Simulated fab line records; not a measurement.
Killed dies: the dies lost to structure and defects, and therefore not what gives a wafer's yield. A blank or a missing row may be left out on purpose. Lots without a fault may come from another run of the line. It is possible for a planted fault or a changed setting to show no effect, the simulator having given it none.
Chamber matching | flow n5_finfet | N5_BEOL_M5_ETCH_67 on rie_diel-05: 4 sister chambers
The step etches SiARC in CF4, target depth 15.6 nm, time 26 s. 20 wafers are shown with their chamber, then 10 later ones without.

## WAFERS WITH THEIR CHAMBER
wafer  | chamber | showerhead_plenum_p_Torr (Torr) | drypump_motor_current_A (A) | throttle_valve_pct (%)
L074.1 | 0       | 2.07                            | 5.84                        | 15.91
L074.2 | 1       | 2.14                            | 5.73                        | 15.37
L074.3 | 3       | 2.27                            | 6.12                        | 15.60
L075.2 | 0       | 2.07                            | 5.85                        | 15.92
L075.3 | 2       | 2.17                            | 5.58                        | 15.43
L075.6 | 1       | 2.14                            | 5.77                        | 15.35
L078.2 | 2       | 2.17                            | 5.59                        | 15.46
L078.4 | 1       | 2.13                            | 5.72                        | 15.36
L078.6 | 1       | 2.13                            | 5.73                        | 15.38
L079.1 | 3       | 2.27                            | 6.15                        | 15.60
L079.2 | 2       | 2.17                            | 5.55                        | 15.44
L079.4 | 0       | 2.07                            | 5.83                        | 15.93
L082.2 | 0       | 2.07                            | 5.84                        | 15.94
L082.3 | 3       | 2.27                            | 6.10                        | 15.62
L082.6 | 3       | 2.27                            | 6.12                        | 15.63
L086.2 | 0       | 2.07                            | 5.85                        | 15.96
L086.3 | 3       | 2.27                            | 6.12                        | 15.64
L086.4 | 1       | 2.13                            | 5.74                        | 15.41
L089.2 | 2       | 2.17                            | 5.57                        | 15.48
L089.3 | 3       | 2.26                            | 6.13                        | 15.66

SIGNATURES, as means of the wafers listed above
reading                  | chamber 0 | chamber 1 | chamber 2 | chamber 3 | scatter within a chamber
showerhead_plenum_p_Torr | 2.0700    | 2.1340    | 2.1700    | 2.2683    | 0.00356
drypump_motor_current_A  | 5.8420    | 5.7380    | 5.5725    | 6.1233    | 0.0157
throttle_valve_pct       | 15.9320   | 15.3740   | 15.4525   | 15.6250   | 0.0221
Rule: a wafer's distance from a chamber is the root of the sum, over the readings, of the square of ((its reading less the chamber's mean) divided by the reading's scatter). If the next closest chamber is less than 2 further off than the closest, the wafer can't be placed; otherwise it belongs to the closest. How the scatter is found: for the shown wafers, subtract from each reading the mean of its chamber, square and add these, divide the total by (wafers less chambers), then take the root.

## WAFERS MISSING THEIR CHAMBER
wafer  | showerhead_plenum_p_Torr (Torr) | drypump_motor_current_A (A) | throttle_valve_pct (%)
L089.6 | 2.26                            | 6.10                        | 15.65
L090.4 | 2.06                            | 5.82                        | 15.97
L090.5 | 2.26                            | 6.11                        | 15.65
L090.6 | 2.13                            | 5.74                        | 15.42
L092.1 | 2.12                            | 5.73                        | 15.44
L092.2 | 2.26                            | 6.12                        | 15.66
L092.4 | 2.12                            | 5.74                        | 15.44
L096.1 | 2.06                            | 5.85                        | 16.00
L096.2 | 2.26                            | 6.08                        | 15.68
L096.3 | 2.16                            | 5.54                        | 15.48

## EACH ONE'S CHAMBER
wafer  | from the rows above | in truth
L089.6 | 3                   | 3
L090.4 | 0                   | 0
L090.5 | 3                   | 3
L090.6 | 1                   | 1
L092.1 | 1                   | 1
L092.2 | 3                   | 3
L092.4 | 1                   | 1
L096.1 | 0                   | 0
L096.2 | 3                   | 3
L096.3 | 2                   | 2
Correctly placed: 10 of 10. From these rows, 0 cannot be placed. 0 placed wrongly.
